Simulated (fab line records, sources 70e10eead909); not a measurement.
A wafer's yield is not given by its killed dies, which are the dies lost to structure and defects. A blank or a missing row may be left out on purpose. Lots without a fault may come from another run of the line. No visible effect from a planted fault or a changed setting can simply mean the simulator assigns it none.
A struck lot beside a sound one -- flow nand-harc -- 15 steps out of a route of 1159
Sound: these wafers, L239.1, L239.2, L239.3. The struck wafers were L242.1, L242.3, L242.5. The cause comes at the end.
For every step that has rows: the tool of each side, followed by ch and its chambers, followed by its first start. Under that, the readings that differ: sound wafers -- struck wafers -- difference of the means -- sigmas: that difference in standard deviations of wafers without a fault.
alike: same words and numbers on both sides, and readings whose means sit less than 2 such deviations apart. not compared: any withheld reading, any reading some wafer has no value for, any bound like >300 that may hide the same value, and any number with overlapping values for which the record gives no deviation.
Wherever a step has rows on one side only, a row that says differs or no value, or a row with sigmas, the two part there. Numbers that don't overlap but have no deviation are shown without sigmas and don't part them. A reading that every wafer of one side lacks parts them only if that side has two wafers or more.

NHARC_P_GATE_DESCUM_93: chemistry O2, time 3 s.
  sound on rie-diel-07 ch 1,2,3, day 7 12:34; struck on rie-diel-06 ch 0,2, day 7 21:35
  alike: drypump-motor-current-A, oes-product-au, rf-vpp-V, showerhead-plenum-p-Torr, throttle-valve-pct
  not compared: rf-hours-counter-h
following that, these wafers have no rows for 1 step: NHARC_P_GATE_IMPLANT_94.
NHARC_P_GATE_STRIP_113: strips in N2/H2, time 740 s.
  sound on plasma-asher-01 ch 0,1, day 7 12:56; struck on plasma-asher-02 ch 0,1, day 7 21:56
  alike: drypump-motor-current-A, heater-power-w, run-length-s
  not compared: rf-hours-counter-h
NHARC_P_GATE_STRIP_95: strips in O2.
  sound on plasma-asher-01 ch 0,1, day 7 13:39; struck on plasma-asher-02 ch 0,1, day 7 22:40
  alike: drypump-motor-current-A, heater-power-w
  not compared: rf-hours-counter-h
then, 1 step without rows for these wafers: NHARC_P_GATE_STRIP_96 (strips in SPM, time 900 s).
NHARC_P_GATE_RTA_64: time 1 s.
  sound on rtp-anneal-01 ch 0, day 7 14:13; struck on rtp-anneal-02 ch 0, day 7 23:14
reading,sound,struck,difference,sigmas
lamp-power-pct (%),32 32 32,41 40 40,+8,+2
  alike: wafer_temp_C_max
then, 6 steps without rows for these wafers: NHARC_P_GATE_ETCH_77 (etches SiO2 in dHF, target depth 6 nm); NHARC_P_GATE_DEGAS_109 (time 60 s); NHARC_P_GATE_PRE_CLEAN_110 (time 30 s); NHARC_P_GATE_SPUTTER_78 (material Ni, target thk 10 nm); NHARC_P_GATE_SPUTTER_79 (material TiN, target thk 10 nm); NHARC_P_GATE_RTA_80 (time 30 s).
NHARC_P_GATE_STRIP_67: strips in SPM, time 600 s.
  sound on wet-bench-04 ch 2,5,7, day 7 15:17; struck on wet-bench-09 ch 1,4,5, day 8 00:11
reading,sound,struck,difference,sigmas
run-length-s (s),602.8 604.0 602.4,201.4 201.6 200.8,-401.8,-99 or more
  alike: bath-guard-temp-C
NHARC_P_GATE_RTA_82: time 30 s.
  sound on rtp-anneal-02 ch 0, day 7 15:33; struck on rtp-anneal-02 ch 0, day 8 00:26
  alike: lamp-power-pct, wafer_temp_C_max
-- record jumps: 14 days between struck wafers' starts before vs after; left off in module P_GATE, resumes in module END, first step shown is number 1159 of the route --
NHARC_END_SORT_01:
  sound on prober-01 ch 0, day 21 19:26; struck on prober-01 ch 0, day 22 03:35
  alike: killed-at-array, killed-at-other, killed-at-periphery, killed-dies, killed-open, killed-short

== WHERE THEY PART ==
Earliest at NHARC_P_GATE_RTA_64; latest, in this record, at NHARC_P_GATE_STRIP_67. Later steps at which nothing parts them and some readings are alike: NHARC_P_GATE_RTA_82, NHARC_END_SORT_01.

WHY: the cause the simulator had injected
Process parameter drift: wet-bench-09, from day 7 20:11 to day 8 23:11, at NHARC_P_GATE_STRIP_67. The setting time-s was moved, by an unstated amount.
